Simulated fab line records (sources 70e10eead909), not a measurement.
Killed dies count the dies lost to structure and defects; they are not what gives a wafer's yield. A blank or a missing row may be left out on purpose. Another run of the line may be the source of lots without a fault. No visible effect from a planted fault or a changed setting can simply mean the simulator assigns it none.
Matching of chambers ; flow nand_harc ; 4 sister chambers for NHARC_P_ZERO_WELL_DESCUM_39 on rie_diel-03
The step chemistry O2, time 3 s. 20 wafers are shown with their chamber, then 10 later ones without.

## WAFERS, EACH WITH ITS CHAMBER
wafer;chamber;oes_product_au (a.u.);rf_vpp_V (V);throttle_valve_pct (%)
L076.1;0;1.003;56.7;11.301
L076.2;2;0.982;58.3;11.300
L076.4;3;1.000;57.5;11.311
L082.1;2;0.991;59.8;11.301
L082.2;3;0.985;59.3;11.291
L082.3;1;1.014;56.7;11.304
L083.4;1;0.989;58.1;11.297
L083.5;2;0.996;57.9;11.307
L083.6;1;1.000;57.6;11.300
L084.2;2;0.993;57.9;11.321
L084.3;0;1.010;56.5;11.304
L084.5;0;1.009;57.9;11.313
L086.2;3;0.995;57.1;11.307
L086.3;0;1.009;57.4;11.315
L086.5;0;1.010;58.7;11.322
L089.2;1;1.010;56.7;11.308
L089.3;3;0.992;57.6;11.295
L089.5;2;0.989;59.0;11.316
L092.1;2;0.998;58.5;11.303
L092.5;2;0.990;57.9;11.311

SIGNATURES (means of the wafers above)
reading;chamber 0;chamber 1;chamber 2;chamber 3;scatter within a chamber
oes_product_au;1.00820;1.00325;0.99129;0.99300;0.00657
rf_vpp_V;57.440;57.275;58.471;57.875;0.813
throttle_valve_pct;11.31100;11.30225;11.30843;11.30100;0.00795
Rule: for each reading, subtract the chamber's mean from the wafer's reading, divide by that reading's scatter and square the result; add these up over the readings and take the root, which gives the wafer's distance from the chamber. If the next closest chamber is less than 2 further off than the closest, the wafer can't be placed; otherwise it belongs to the closest. The scatter: the root of (the sum of the squares of (reading less its chamber's mean) over the shown wafers, divided by (wafers less chambers)).

## WAFERS WHOSE CHAMBER IS MISSING
wafer;oes_product_au (a.u.);rf_vpp_V (V);throttle_valve_pct (%)
L092.6;1.001;58.8;11.307
L094.3;0.993;59.7;11.308
L094.4;1.007;56.5;11.309
L094.5;0.999;57.4;11.292
L095.1;1.002;58.4;11.301
L095.2;1.008;56.5;11.315
L095.5;0.991;58.2;11.321
L096.1;0.990;58.9;11.321
L096.2;0.989;58.6;11.311
L096.3;1.013;56.7;11.330

## CHAMBER TAKEN BY EACH
wafer;from the rows above;in truth
L092.6;can't be placed: 2 or 3 or 1 or 0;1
L094.3;can't be placed: 2 or 3 or 1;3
L094.4;can't be placed: 0 or 1 or 3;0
L094.5;can't be placed: 1 or 3 or 2 or 0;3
L095.1;can't be placed: 1 or 3 or 2 or 0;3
L095.2;can't be placed: 0 or 1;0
L095.5;can't be placed: 2 or 3 or 0 or 1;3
L096.1;can't be placed: 2 or 3 or 0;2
L096.2;can't be placed: 2 or 3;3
L096.3;can't be placed: 0 or 1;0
0 of 10 placed correctly. From these rows, 10 cannot be placed; in 10 the true chamber is one of the candidates. Placed wrongly: 0.
